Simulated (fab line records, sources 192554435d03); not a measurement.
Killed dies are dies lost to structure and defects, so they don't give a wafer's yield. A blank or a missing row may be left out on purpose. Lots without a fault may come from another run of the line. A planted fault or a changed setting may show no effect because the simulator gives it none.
Chamber matching | flow n5_finfet | N5_BEOL_M1_DEP_57 on pecvd-02: 3 sister chambers
The step deposits SiCN from 3MS/NH3, target thk 8 nm, time 14 s. 3 wafers are shown with their chamber, then 12 later ones without.

WAFERS WITH THEIR CHAMBER
wafer  | chamber | showerhead_plenum_p_Torr (Torr)
L091.4 | 2       | 3.651
L091.5 | 1       | 3.663
L091.6 | 0       | 3.669

WAFERS WITHOUT THEIR CHAMBER
wafer  | showerhead_plenum_p_Torr (Torr)
L092.1 | 3.669
L092.4 | 3.679
L092.6 | 3.649
L094.2 | 3.673
L094.3 | 3.648
L094.5 | 3.674
L095.4 | 3.665
L095.5 | 3.655
L095.6 | 3.666
L097.1 | 3.661
L097.4 | 3.679
L097.5 | 3.664

WHICH CHAMBER EACH WENT THROUGH
wafer  | from the rows above          | in truth
L092.1 | can't be placed: 0 or 1      | 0
L092.4 | can't be placed: 0 or 1      | 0
L092.6 | 2                            | 2
L094.2 | can't be placed: 0 or 1      | 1
L094.3 | 2                            | 2
L094.5 | can't be placed: 0 or 1      | 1
L095.4 | can't be placed: 1 or 0      | 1
L095.5 | can't be placed: 2 or 1      | 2
L095.6 | can't be placed: 0 or 1      | 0
L097.1 | can't be placed: 1 or 0 or 2 | 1
L097.4 | can't be placed: 0 or 1      | 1
L097.5 | can't be placed: 1 or 0      | 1
Placed correctly: 2 of 12. Can't be placed from these rows: 10 (the true chamber is among the candidates in 10). Placed wrongly: 0.
How it was worked out, from the rows above alone: a wafer's distance from a chamber is the root of the sum, over the readings, of the square of ((its reading less the chamber's mean) divided by the reading's scatter). The wafer belongs to the nearest chamber; if the next one is less than 2 further off, it can't be placed. A chamber's mean is the mean of its shown wafers. The scatter: with one shown wafer a chamber, the root of the mean of the squares of how far each hidden wafer lies from its nearest shown one.
